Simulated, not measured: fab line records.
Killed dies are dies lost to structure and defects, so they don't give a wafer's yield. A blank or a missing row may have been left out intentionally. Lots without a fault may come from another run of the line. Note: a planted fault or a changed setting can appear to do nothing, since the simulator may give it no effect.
fab line records / flow n5_finfet
record lots=7 wafers=39
route steps=1938 shown FIN_CUT@169 DUMMY_GATE@237 GATE_CUT@469
start_h: the number of hours between the record's first day and the start of the first shown wafer of the lot / wait_h: hours elapsed since this lot's preceding step / " same as the row above / L1.1+2: one row covering several wafers at once / - either no value or no given start / * or withheld: withheld / < > ~ a bound
route shown NAME@n: names a module that has steps shown in the file, with the first one's number in the route / usual: the fault-free wafers' mean and standard deviation / same: alike in all rows / chamber/n: place in a boat / sites: the reading at each site / _std_site: their standard deviation / _edge_site: mean of outer sites minus mean of inner sites / radius_mm: for every site, how far away it sits from the centre of the wafer / mask NAME#n: copy n / behind: the most recent tool/chamber to have shaped the wafer / hold: reason for holding the lot/hours on hold/outcome of the hold / device: names the non-switching transistor (n, p or np) / end of line: tests of these same wafers at the route's end / a step with no rows: only its recipe / killed: not the wafer's yield, but the dies lost to structure and defects at the first sort / map: a wafer's dies, marking killed ones x, the rest . and places with no die _
set.NAME: the run value of the setting; set.NAME@STEP: its run value at that earlier step / model.NAME: the simulator's own value behind a step, which no gauge read
one table per step and one row per wafer, for lots whose settings were changed on purpose
## steps
# step N5_FIN_CUT_ETCH_21
# recipe chemistry=N2/H2 target=SOC target_depth_a=2190 overetch_a=438 mask_material=SiARC temp_c=40 ion_energy_ev=100 bias_w=61 time_s=523.5 pressure_mtorr=30 source_w=850 n2_flow_sccm=200 h2_flow_sccm=200
# usual rf_vpp_V=240.7/1.3
lot.wafer=L075.1 tool=rie_diel-06 chamber=2 start_h=35.42 wait_h=0.0 set.bias_w=61 rf_vpp_V=239.4
lot.wafer=L075.2 tool=rie_diel-06 chamber=0 start_h=35.42 wait_h=0.0 set.bias_w=71.13 rf_vpp_V=268.5
lot.wafer=L075.3 tool=rie_diel-06 chamber=1 start_h=35.42 wait_h=0.0 set.bias_w=71.13 rf_vpp_V=264.6
lot.wafer=L075.4 tool=rie_diel-06 chamber=3 start_h=35.42 wait_h=0.0 set.bias_w=61 rf_vpp_V=241.5
lot.wafer=L075.5 tool=rie_diel-06 chamber=3 start_h=35.42 wait_h=0.0 set.bias_w=61 rf_vpp_V=240.8
lot.wafer=L075.6 tool=rie_diel-06 chamber=0 start_h=35.42 wait_h=0.0 set.bias_w=71.13 rf_vpp_V=265.0
lot.wafer=L081.1 tool=rie_diel-02 chamber=1 start_h=70.79 wait_h=0.0 set.bias_w=61 rf_vpp_V=243.7
lot.wafer=L081.3 tool=rie_diel-02 chamber=3 start_h=70.79 wait_h=0.0 set.bias_w=61 rf_vpp_V=239.7
lot.wafer=L081.6 tool=rie_diel-02 chamber=1 start_h=70.79 wait_h=0.0 set.bias_w=61 rf_vpp_V=242.1
lot.wafer=L082.1 tool=rie_diel-02 chamber=0 start_h=75.54 wait_h=0.0 set.bias_w=61 rf_vpp_V=239.6
lot.wafer=L082.2 tool=rie_diel-02 chamber=1 start_h=75.54 wait_h=0.0 set.bias_w=61 rf_vpp_V=240.8
lot.wafer=L082.3 tool=rie_diel-02 chamber=3 start_h=75.54 wait_h=0.0 set.bias_w=61 rf_vpp_V=240.0
lot.wafer=L082.4 tool=rie_diel-02 chamber=2 start_h=75.54 wait_h=0.0 set.bias_w=61 rf_vpp_V=242.3
lot.wafer=L082.5 tool=rie_diel-02 chamber=0 start_h=75.54 wait_h=0.0 set.bias_w=61 rf_vpp_V=240.0
lot.wafer=L082.6 tool=rie_diel-02 chamber=3 start_h=75.54 wait_h=0.0 set.bias_w=61 rf_vpp_V=239.8
lot.wafer=L083.1 tool=rie_diel-05 chamber=1 start_h=84.54 wait_h=0.0 set.bias_w=54.32 rf_vpp_V=222.7
lot.wafer=L083.2 tool=rie_diel-05 chamber=3 start_h=84.54 wait_h=0.0 set.bias_w=61 rf_vpp_V=240.1
lot.wafer=L083.3 tool=rie_diel-05 chamber=2 start_h=84.54 wait_h=0.0 set.bias_w=54.32 rf_vpp_V=223.9
lot.wafer=L083.4 tool=rie_diel-05 chamber=0 start_h=84.54 wait_h=0.0 set.bias_w=61 rf_vpp_V=241.8
lot.wafer=L083.5 tool=rie_diel-05 chamber=3 start_h=84.54 wait_h=0.0 set.bias_w=61 rf_vpp_V=240.2
lot.wafer=L083.6 tool=rie_diel-05 chamber=2 start_h=84.54 wait_h=0.0 set.bias_w=54.32 rf_vpp_V=222.6
lot.wafer=L089.1 tool=rie_diel-05 chamber=2 start_h=116.01 wait_h=0.0 set.bias_w=61 rf_vpp_V=240.8
lot.wafer=L089.2 tool=rie_diel-05 chamber=1 start_h=116.01 wait_h=0.0 set.bias_w=61 rf_vpp_V=239.4
lot.wafer=L089.3 tool=rie_diel-05 chamber=0 start_h=116.01 wait_h=0.0 set.bias_w=61 rf_vpp_V=242.5
lot.wafer=L089.4 tool=rie_diel-05 chamber=3 start_h=116.01 wait_h=0.0 set.bias_w=61 rf_vpp_V=240.0
lot.wafer=L089.5 tool=rie_diel-05 chamber=0 start_h=116.01 wait_h=0.0 set.bias_w=61 rf_vpp_V=242.9
lot.wafer=L089.6 tool=rie_diel-05 chamber=3 start_h=116.01 wait_h=0.0 set.bias_w=61 rf_vpp_V=240.2
lot.wafer=L092.1 tool=rie_diel-02 chamber=1 start_h=135.15 wait_h=0.0 set.bias_w=67.04 rf_vpp_V=256.9
lot.wafer=L092.2 tool=rie_diel-02 chamber=2 start_h=135.15 wait_h=0.0 set.bias_w=67.04 rf_vpp_V=255.4
lot.wafer=L092.3 tool=rie_diel-02 chamber=3 start_h=135.15 wait_h=0.0 set.bias_w=67.04 rf_vpp_V=255.2
lot.wafer=L092.4 tool=rie_diel-02 chamber=0 start_h=135.15 wait_h=0.0 set.bias_w=61 rf_vpp_V=240.7
lot.wafer=L092.5 tool=rie_diel-02 chamber=2 start_h=135.15 wait_h=0.0 set.bias_w=61 rf_vpp_V=240.0
lot.wafer=L092.6 tool=rie_diel-02 chamber=1 start_h=135.15 wait_h=0.0 set.bias_w=61 rf_vpp_V=242.0
lot.wafer=L096.1 tool=rie_diel-05 chamber=2 start_h=159.79 wait_h=0.0 set.bias_w=61 rf_vpp_V=240.9
lot.wafer=L096.2 tool=rie_diel-05 chamber=1 start_h=159.79 wait_h=0.0 set.bias_w=61 rf_vpp_V=236.9
lot.wafer=L096.3 tool=rie_diel-05 chamber=3 start_h=159.79 wait_h=0.0 set.bias_w=61 rf_vpp_V=240.8
lot.wafer=L096.4 tool=rie_diel-05 chamber=0 start_h=159.79 wait_h=0.0 set.bias_w=61 rf_vpp_V=242.0
lot.wafer=L096.5 tool=rie_diel-05 chamber=3 start_h=159.79 wait_h=0.0 set.bias_w=61 rf_vpp_V=241.5
lot.wafer=L096.6 tool=rie_diel-05 chamber=2 start_h=159.79 wait_h=0.0 set.bias_w=61 rf_vpp_V=240.4
# step N5_DUMMY_GATE_ETCH_37
# recipe chemistry=N2/H2 target=SOC target_depth_a=600 overetch_a=300 temp_c=40 ion_energy_ev=200 pressure_mtorr=30 source_w=840 bias_w=150 n2_flow_sccm=200 h2_flow_sccm=200
# usual rf_vpp_V=523.4/2.2
lot.wafer=L075.1 tool=rie_diel-06 chamber=1 start_h=57.71 wait_h=0.0 set.source_w=840 rf_vpp_V=520.4
lot.wafer=L075.2 tool=rie_diel-06 chamber=3 start_h=57.71 wait_h=0.0 set.source_w=840 rf_vpp_V=526.7
lot.wafer=L075.3 tool=rie_diel-06 chamber=2 start_h=57.71 wait_h=0.0 set.source_w=840 rf_vpp_V=520.1
lot.wafer=L075.4 tool=rie_diel-06 chamber=3 start_h=57.71 wait_h=0.0 set.source_w=712.8 rf_vpp_V=556.2
lot.wafer=L075.5 tool=rie_diel-06 chamber=2 start_h=57.71 wait_h=0.0 set.source_w=712.8 rf_vpp_V=549.2
lot.wafer=L075.6 tool=rie_diel-06 chamber=1 start_h=57.71 wait_h=0.0 set.source_w=712.8 rf_vpp_V=549.6
lot.wafer=L081.1 tool=rie_diel-02 chamber=0 start_h=90.20 wait_h=0.0 set.source_w=840 rf_vpp_V=525.0
lot.wafer=L081.3 tool=rie_diel-02 chamber=3 start_h=90.20 wait_h=0.0 set.source_w=840 rf_vpp_V=522.6
lot.wafer=L081.6 tool=rie_diel-02 chamber=3 start_h=90.20 wait_h=0.0 set.source_w=840 rf_vpp_V=522.6
lot.wafer=L082.1 tool=rie_diel-05 chamber=2 start_h=95.97 wait_h=0.0 set.source_w=840 rf_vpp_V=522.8
lot.wafer=L082.2 tool=rie_diel-05 chamber=1 start_h=95.97 wait_h=0.0 set.source_w=840 rf_vpp_V=520.3
lot.wafer=L082.3 tool=rie_diel-05 chamber=0 start_h=95.97 wait_h=0.0 set.source_w=713.5 rf_vpp_V=553.8
lot.wafer=L082.4 tool=rie_diel-05 chamber=3 start_h=95.97 wait_h=0.0 set.source_w=840 rf_vpp_V=523.5
lot.wafer=L082.5 tool=rie_diel-05 chamber=2 start_h=95.97 wait_h=0.0 set.source_w=713.5 rf_vpp_V=551.0
lot.wafer=L082.6 tool=rie_diel-05 chamber=3 start_h=95.97 wait_h=0.0 set.source_w=713.5 rf_vpp_V=553.1
lot.wafer=L083.1 tool=rie_diel-02 chamber=0 start_h=104.36 wait_h=0.0 set.source_w=840 rf_vpp_V=523.9
lot.wafer=L083.2 tool=rie_diel-02 chamber=2 start_h=104.36 wait_h=0.0 set.source_w=784.8 rf_vpp_V=535.0
lot.wafer=L083.3 tool=rie_diel-02 chamber=3 start_h=104.36 wait_h=0.0 set.source_w=840 rf_vpp_V=521.5
lot.wafer=L083.4 tool=rie_diel-02 chamber=3 start_h=104.36 wait_h=0.0 set.source_w=784.8 rf_vpp_V=533.3
lot.wafer=L083.5 tool=rie_diel-02 chamber=0 start_h=104.36 wait_h=0.0 set.source_w=840 rf_vpp_V=523.0
lot.wafer=L083.6 tool=rie_diel-02 chamber=2 start_h=104.36 wait_h=0.0 set.source_w=784.8 rf_vpp_V=536.5
lot.wafer=L089.1 tool=rie_diel-02 chamber=1 start_h=137.09 wait_h=0.0 set.source_w=774.4 rf_vpp_V=539.2
lot.wafer=L089.2 tool=rie_diel-02 chamber=2 start_h=137.09 wait_h=0.0 set.source_w=774.4 rf_vpp_V=538.4
lot.wafer=L089.3 tool=rie_diel-02 chamber=0 start_h=137.09 wait_h=0.0 set.source_w=774.4 rf_vpp_V=538.2
lot.wafer=L089.4 tool=rie_diel-02 chamber=3 start_h=137.09 wait_h=0.0 set.source_w=840 rf_vpp_V=520.5
lot.wafer=L089.5 tool=rie_diel-02 chamber=2 start_h=137.09 wait_h=0.0 set.source_w=840 rf_vpp_V=522.2
lot.wafer=L089.6 tool=rie_diel-02 chamber=3 start_h=137.09 wait_h=0.0 set.source_w=840 rf_vpp_V=521.8
lot.wafer=L092.1 tool=rie_diel-05 chamber=3 start_h=153.45 wait_h=0.0 set.source_w=840 rf_vpp_V=523.3
lot.wafer=L092.2 tool=rie_diel-05 chamber=0 start_h=153.45 wait_h=0.0 set.source_w=917 rf_vpp_V=510.9
lot.wafer=L092.3 tool=rie_diel-05 chamber=2 start_h=153.45 wait_h=0.0 set.source_w=917 rf_vpp_V=508.1
lot.wafer=L092.4 tool=rie_diel-05 chamber=1 start_h=153.45 wait_h=0.0 set.source_w=840 rf_vpp_V=520.9
lot.wafer=L092.5 tool=rie_diel-05 chamber=0 start_h=153.45 wait_h=0.0 set.source_w=917 rf_vpp_V=509.5
lot.wafer=L092.6 tool=rie_diel-05 chamber=3 start_h=153.45 wait_h=0.0 set.source_w=840 rf_vpp_V=524.3
lot.wafer=L096.1 tool=rie_diel-06 chamber=1 start_h=179.90 wait_h=0.0 set.source_w=840 rf_vpp_V=521.2
lot.wafer=L096.2 tool=rie_diel-06 chamber=0 start_h=179.90 wait_h=0.0 set.source_w=840 rf_vpp_V=524.2
lot.wafer=L096.3 tool=rie_diel-06 chamber=2 start_h=179.90 wait_h=0.0 set.source_w=747.1 rf_vpp_V=540.3
lot.wafer=L096.4 tool=rie_diel-06 chamber=3 start_h=179.90 wait_h=0.0 set.source_w=747.1 rf_vpp_V=547.3
lot.wafer=L096.5 tool=rie_diel-06 chamber=1 start_h=179.90 wait_h=0.0 set.source_w=747.1 rf_vpp_V=542.0
lot.wafer=L096.6 tool=rie_diel-06 chamber=2 start_h=179.90 wait_h=0.0 set.source_w=840 rf_vpp_V=518.6
# step N5_GATE_CUT_ETCH_58
# recipe chemistry=CH3F/O2 target=SiNx target_depth_a=170 time_s=128.6 ion_energy_ev=50 pressure_mtorr=30 source_w=415 bias_w=21 Ar_flow_sccm=150 CH3F_flow_sccm=30 O2_flow_sccm=20
# usual rf_vpp_V=99.0/0.94
lot.wafer=L075.1 tool=rie_diel-06 chamber=0 start_h=92.36 wait_h=0.0 set.bias_w=21 rf_vpp_V=100.7
lot.wafer=L075.2 tool=rie_diel-06 chamber=2 start_h=92.36 wait_h=0.0 set.bias_w=19.42 rf_vpp_V=93.1
lot.wafer=L075.3 tool=rie_diel-06 chamber=1 start_h=92.36 wait_h=0.0 set.bias_w=21 rf_vpp_V=99.1
lot.wafer=L075.4 tool=rie_diel-06 chamber=3 start_h=92.36 wait_h=0.0 set.bias_w=19.42 rf_vpp_V=95.0
lot.wafer=L075.5 tool=rie_diel-06 chamber=3 start_h=92.36 wait_h=0.0 set.bias_w=21 rf_vpp_V=99.1
lot.wafer=L075.6 tool=rie_diel-06 chamber=2 start_h=92.36 wait_h=0.0 set.bias_w=19.42 rf_vpp_V=93.6
lot.wafer=L081.1 tool=rie_diel-05 chamber=3 start_h=130.69 wait_h=0.1 set.bias_w=21 rf_vpp_V=98.5
lot.wafer=L081.3 tool=rie_diel-05 chamber=1 start_h=130.69 wait_h=0.1 set.bias_w=21 rf_vpp_V=99.8
lot.wafer=L081.6 tool=rie_diel-05 chamber=2 start_h=130.69 wait_h=0.1 set.bias_w=21 rf_vpp_V=100.2
lot.wafer=L082.1 tool=rie_diel-06 chamber=0 start_h=131.38 wait_h=0.1 set.bias_w=24.79 rf_vpp_V=110.3
lot.wafer=L082.2 tool=rie_diel-06 chamber=3 start_h=131.38 wait_h=0.1 set.bias_w=21 rf_vpp_V=100.2
lot.wafer=L082.3 tool=rie_diel-06 chamber=1 start_h=131.38 wait_h=0.1 set.bias_w=24.79 rf_vpp_V=109.4
lot.wafer=L082.4 tool=rie_diel-06 chamber=2 start_h=131.38 wait_h=0.1 set.bias_w=21 rf_vpp_V=97.2
lot.wafer=L082.5 tool=rie_diel-06 chamber=2 start_h=131.38 wait_h=0.1 set.bias_w=24.79 rf_vpp_V=110.3
lot.wafer=L082.6 tool=rie_diel-06 chamber=1 start_h=131.38 wait_h=0.1 set.bias_w=21 rf_vpp_V=97.1
lot.wafer=L083.1 tool=rie_diel-05 chamber=1 start_h=136.41 wait_h=0.2 set.bias_w=21 rf_vpp_V=98.3
lot.wafer=L083.2 tool=rie_diel-05 chamber=2 start_h=136.41 wait_h=0.2 set.bias_w=21 rf_vpp_V=97.8
lot.wafer=L083.3 tool=rie_diel-05 chamber=3 start_h=136.41 wait_h=0.2 set.bias_w=21 rf_vpp_V=99.4
lot.wafer=L083.4 tool=rie_diel-05 chamber=1 start_h=136.41 wait_h=0.2 set.bias_w=21 rf_vpp_V=99.3
lot.wafer=L083.5 tool=rie_diel-05 chamber=2 start_h=136.41 wait_h=0.2 set.bias_w=21 rf_vpp_V=101.1
lot.wafer=L083.6 tool=rie_diel-05 chamber=3 start_h=136.41 wait_h=0.2 set.bias_w=21 rf_vpp_V=97.7
lot.wafer=L089.1 tool=rie_diel-06 chamber=0 start_h=171.14 wait_h=0.0 set.bias_w=21 rf_vpp_V=100.8
lot.wafer=L089.2 tool=rie_diel-06 chamber=1 start_h=171.14 wait_h=0.0 set.bias_w=21 rf_vpp_V=96.9
lot.wafer=L089.3 tool=rie_diel-06 chamber=3 start_h=171.14 wait_h=0.0 set.bias_w=21 rf_vpp_V=98.4
lot.wafer=L089.4 tool=rie_diel-06 chamber=2 start_h=171.14 wait_h=0.0 set.bias_w=21 rf_vpp_V=99.6
lot.wafer=L089.5 tool=rie_diel-06 chamber=1 start_h=171.14 wait_h=0.0 set.bias_w=21 rf_vpp_V=98.1
lot.wafer=L089.6 tool=rie_diel-06 chamber=2 start_h=171.14 wait_h=0.0 set.bias_w=21 rf_vpp_V=97.2
lot.wafer=L092.1 tool=rie_diel-06 chamber=0 start_h=186.28 wait_h=0.0 set.bias_w=19.97 rf_vpp_V=97.1
lot.wafer=L092.2 tool=rie_diel-06 chamber=2 start_h=186.28 wait_h=0.0 set.bias_w=19.97 rf_vpp_V=94.9
lot.wafer=L092.3 tool=rie_diel-06 chamber=3 start_h=186.28 wait_h=0.0 set.bias_w=21 rf_vpp_V=99.5
lot.wafer=L092.4 tool=rie_diel-06 chamber=1 start_h=186.28 wait_h=0.0 set.bias_w=21 rf_vpp_V=98.7
lot.wafer=L092.5 tool=rie_diel-06 chamber=0 start_h=186.28 wait_h=0.0 set.bias_w=19.97 rf_vpp_V=96.4
lot.wafer=L092.6 tool=rie_diel-06 chamber=3 start_h=186.28 wait_h=0.0 set.bias_w=21 rf_vpp_V=99.4
lot.wafer=L096.1 tool=rie_diel-06 chamber=2 start_h=213.75 wait_h=0.2 set.bias_w=21 rf_vpp_V=98.7
lot.wafer=L096.2 tool=rie_diel-06 chamber=0 start_h=213.75 wait_h=0.2 set.bias_w=23.65 rf_vpp_V=107.9
lot.wafer=L096.3 tool=rie_diel-06 chamber=1 start_h=213.75 wait_h=0.2 set.bias_w=21 rf_vpp_V=97.7
lot.wafer=L096.4 tool=rie_diel-06 chamber=3 start_h=213.75 wait_h=0.2 set.bias_w=23.65 rf_vpp_V=108.3
lot.wafer=L096.5 tool=rie_diel-06 chamber=2 start_h=213.75 wait_h=0.2 set.bias_w=21 rf_vpp_V=98.9
lot.wafer=L096.6 tool=rie_diel-06 chamber=1 start_h=213.75 wait_h=0.2 set.bias_w=23.65 rf_vpp_V=106.1
# step N5_GATE_CUT_ALD_22
# recipe material=SiNx target_thk_a=160 temp_c=400 ald_precursor_family=SiH2I2 ald_co_reactant=N2/H2-plasma pulse_time_s=1 ald_cycles=320 purge_time_s=2 co_reactant_purge_time_s=2 pressure_torr=2
lot.wafer=L075.1+2+3+6 tool=ald_sin-03 chamber=0,2,1,3 start_h=96.88 wait_h=0.1 set.ald_cycles=320 model.SiNx_of_GATE_CUT_ALD_22.thk_nm=16
lot.wafer=L075.4+5 tool=ald_sin-03 chamber=3,2 start_h=96.88 wait_h=0.1 set.ald_cycles=320 model.SiNx_of_GATE_CUT_ALD_22.thk_nm=16.2
lot.wafer=L081.1+6 tool=ald_sin-03 chamber=3,2 start_h=136.17 wait_h=1.1 set.ald_cycles=320 model.SiNx_of_GATE_CUT_ALD_22.thk_nm=16.2
lot.wafer=L081.3 tool=ald_sin-03 chamber=0 start_h=136.17 wait_h=1.1 set.ald_cycles=320 model.SiNx_of_GATE_CUT_ALD_22.thk_nm=16
lot.wafer=L082.1+2+3 tool=ald_sin-02 chamber=2,0,1 start_h=137.64 wait_h=0.3 set.ald_cycles=276 model.SiNx_of_GATE_CUT_ALD_22.thk_nm=13.8
lot.wafer=L082.4+6 tool=ald_sin-02 chamber=3,0 start_h=137.64 wait_h=0.3 set.ald_cycles=320 model.SiNx_of_GATE_CUT_ALD_22.thk_nm=16
lot.wafer=L082.5 tool=ald_sin-02 chamber=3 start_h=137.64 wait_h=0.3 set.ald_cycles=320 model.SiNx_of_GATE_CUT_ALD_22.thk_nm=15.8
lot.wafer=L083.1+3+6 tool=ald_sin-03 chamber=2,1,1 start_h=141.54 wait_h=0.0 set.ald_cycles=320 model.SiNx_of_GATE_CUT_ALD_22.thk_nm=16
lot.wafer=L083.2+5 tool=ald_sin-03 chamber=3,0 start_h=141.54 wait_h=0.0 set.ald_cycles=358 model.SiNx_of_GATE_CUT_ALD_22.thk_nm=18
lot.wafer=L083.4 tool=ald_sin-03 chamber=0 start_h=141.54 wait_h=0.0 set.ald_cycles=358 model.SiNx_of_GATE_CUT_ALD_22.thk_nm=17.8
lot.wafer=L089.1+4+6 tool=ald_sin-03 chamber=3,0,0 start_h=175.58 wait_h=0.1 set.ald_cycles=320 model.SiNx_of_GATE_CUT_ALD_22.thk_nm=16
lot.wafer=L089.2+3+5 tool=ald_sin-03 chamber=1,2,1 start_h=175.58 wait_h=0.1 set.ald_cycles=282 model.SiNx_of_GATE_CUT_ALD_22.thk_nm=14.2
lot.wafer=L092.1 tool=ald_sin-04 chamber=0 start_h=191.38 wait_h=0.0 set.ald_cycles=280 model.SiNx_of_GATE_CUT_ALD_22.thk_nm=14.2
lot.wafer=L092.2+6 tool=ald_sin-04 chamber=2,3 start_h=191.38 wait_h=0.0 set.ald_cycles=280 model.SiNx_of_GATE_CUT_ALD_22.thk_nm=14
lot.wafer=L092.3+4+5 tool=ald_sin-04 chamber=3,1,2 start_h=191.38 wait_h=0.0 set.ald_cycles=320 model.SiNx_of_GATE_CUT_ALD_22.thk_nm=16
lot.wafer=L096.1+2+5 tool=ald_sin-03 chamber=0,2,3 start_h=218.59 wait_h=0.3 set.ald_cycles=320 model.SiNx_of_GATE_CUT_ALD_22.thk_nm=16
lot.wafer=L096.3+4+6 tool=ald_sin-03 chamber=3,1,0 start_h=218.59 wait_h=0.3 set.ald_cycles=285 model.SiNx_of_GATE_CUT_ALD_22.thk_nm=14.2
## key
split step=N5_FIN_CUT_ETCH_21 setting=bias_w stated=61 by=wafer
response step=N5_FIN_CUT_ETCH_21 reading=rf_vpp_V change=+1.55 per=1% r=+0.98
split step=N5_DUMMY_GATE_ETCH_37 setting=source_w stated=840 by=wafer
response step=N5_DUMMY_GATE_ETCH_37 reading=rf_vpp_V change=-1.93 per=1% r=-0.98
split step=N5_GATE_CUT_ETCH_58 setting=bias_w stated=21 by=wafer
response step=N5_GATE_CUT_ETCH_58 reading=rf_vpp_V change=+0.683 per=1% r=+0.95
split step=N5_GATE_CUT_ALD_22 setting=ald_cycles stated=320 by=wafer
response step=N5_GATE_CUT_ALD_22 reading=model.SiNx_of_GATE_CUT_ALD_22.thk_nm change=+0.157 per=1% r=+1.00
